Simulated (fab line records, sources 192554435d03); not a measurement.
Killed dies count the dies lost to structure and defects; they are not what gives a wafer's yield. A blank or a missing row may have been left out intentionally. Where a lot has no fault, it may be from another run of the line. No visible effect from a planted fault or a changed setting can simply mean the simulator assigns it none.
Split-lot trial	flow n5 finfet	on a route of 1938 steps: 7 lots, 39 wafers read

THE SPLIT ITSELF
At N5_BEOL_M11_ETCH_66 (etches SOC in N2/H2, target depth 120 nm, overetch 24 nm, time 180 s), the setting time s was moved away from the recipe's 180 s on 15 of the 39 wafers read, by -39.1% to +35.1%. For the rest of the wafers, this setting stayed at what the recipe calls for.

The split's own step is where the reading is taken.

THE READING
SiARC_of_BEOL_M11_COAT_64.thk nm (the simulator's own value, which no gauge read), in nm, at N5_BEOL_M11_ETCH_66 (etches SOC in N2/H2, target depth 120 nm, overetch 24 nm, time 180 s). There is no usual value for it anywhere in the file. Here, 24 wafers ran the recipe; their average is 22.8 nm with a standard deviation of 0.18 nm.

wafer	tool, chamber at the split	time s as run, s	against the recipe	SiARC_of_BEOL_M11_COAT_64.thk nm, nm	against lot-mates on the recipe
L074.1	rie diel-01, 2,0,0	109.6	-39.1%	25.4	+2.8
L074.2	rie diel-01, 2,0,0	109.6	-39.1%	25.4	+2.8
L074.5	rie diel-01, 2,0,0	109.6	-39.1%	25.4	+2.8
L074.3	rie diel-01, 1,3,1	180	recipe	22.6	-
L074.4	rie diel-01, 1,3,1	180	recipe	22.6	-
L074.6	rie diel-01, 1,3,1	180	recipe	22.6	-
L078.1	rie diel-02, 0,1,0	180	recipe	22.8	-
L078.5	rie diel-02, 0,1,0	180	recipe	22.8	-
L078.6	rie diel-02, 0,1,0	180	recipe	22.8	-
L078.2	rie diel-02, 1	180	recipe	22.6	-
L078.3	rie diel-02, 3	180	recipe	23	-
L078.4	rie diel-02, 3	180	recipe	23	-
L082.2	rie diel-02, 3	180	recipe	23	-
L082.4	rie diel-02, 3	180	recipe	23	-
L082.5	rie diel-02, 3	180	recipe	23	-
L087.1	rie diel-03, 3	243.1	+35.1%	20	-2.9
L087.2	rie diel-03, 0	180	recipe	23	-
L087.3	rie diel-03, 1	243.1	+35.1%	20.6	-2.3
L087.5	rie diel-03, 1	243.1	+35.1%	20.6	-2.3
L087.4	rie diel-03, 2	180	recipe	22.8	-
L087.6	rie diel-03, 2	180	recipe	22.8	-
L091.1	rie diel-03, 2,1,2	241.4	+34.1%	20.6	-2.1
L091.3	rie diel-03, 2,1,2	241.4	+34.1%	20.6	-2.1
L091.5	rie diel-03, 2,1,2	241.4	+34.1%	20.6	-2.1
L091.2	rie diel-03, 0	180	recipe	23	-
L091.4	rie diel-03, 3	180	recipe	22.6	-
L091.6	rie diel-03, 3	180	recipe	22.6	-
L093.1	rie diel-03, 1	180	recipe	23.2	-
L093.2	rie diel-03, 2	209.1	+16.2%	21.6	-1.3
L093.3	rie diel-03, 0	209.1	+16.2%	21.8	-1.1
L093.4	rie diel-03, 3	209.1	+16.2%	21.4	-1.5
L093.5	rie diel-03, 3	180	recipe	22.6	-
L093.6	rie diel-03, 2	180	recipe	22.8	-
L095.1	rie diel-02, 2	235.7	+30.9%	20.6	-2.1
L095.5	rie diel-02, 2	235.7	+30.9%	20.6	-2.1
L095.2	rie diel-02, 1	180	recipe	22.6	-
L095.3	rie diel-02, 3	180	recipe	22.8	-
L095.6	rie diel-02, 3	180	recipe	22.8	-
L095.4	rie diel-02, 1	235.7	+30.9%	20.4	-2.3
Rows listing several chambers each stand for several wafers; the file does not say which wafer went through which chamber.

THE FIT
A straight line over all 39 wafers: SiARC_of_BEOL_M11_COAT_64.thk nm changes by -0.068 nm for each +1% of time s; r = -0.99; the points scatter about the line by 0.18 nm.
The same after taking each lot's own level away (the mean of its wafers on the recipe; 39 wafers): -0.0696 nm for each +1%; r = -0.99; scatter 0.17 nm.
Per that fit: largest time s move, reading shift of 2.7 nm.
From 22.60 to 23.00 nm: that is the span of the lots' own levels, equal to 2.3 times the standard deviation above.
The two slopes are in agreement: the lot-to-lot level therefore moves the slope only a little.
Check: for one of the wafers moved furthest among these (-39.1%), held out of the fit, the line's prediction against its lot-mates is +2.72 nm. Against them it came out at +2.8 nm.

OTHER SPLITS APPLIED TO THESE WAFERS
Other splits were also applied to these wafers ahead of the reading. Each is held against what the fit with the lots' levels taken away leaves over:
other split on the same wafers	wafers away from the commonest value	r with SiARC_of_BEOL_M11_COAT_64.thk nm (lot level and that fit taken away)
N5_BEOL_M10_TRENCH_ETCH_37 target depth a	9	-0.11

FILE'S OWN FIT
SiARC_of_BEOL_M11_COAT_64.thk nm changes by -0.0695 nm for each +1% of time s, r = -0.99.
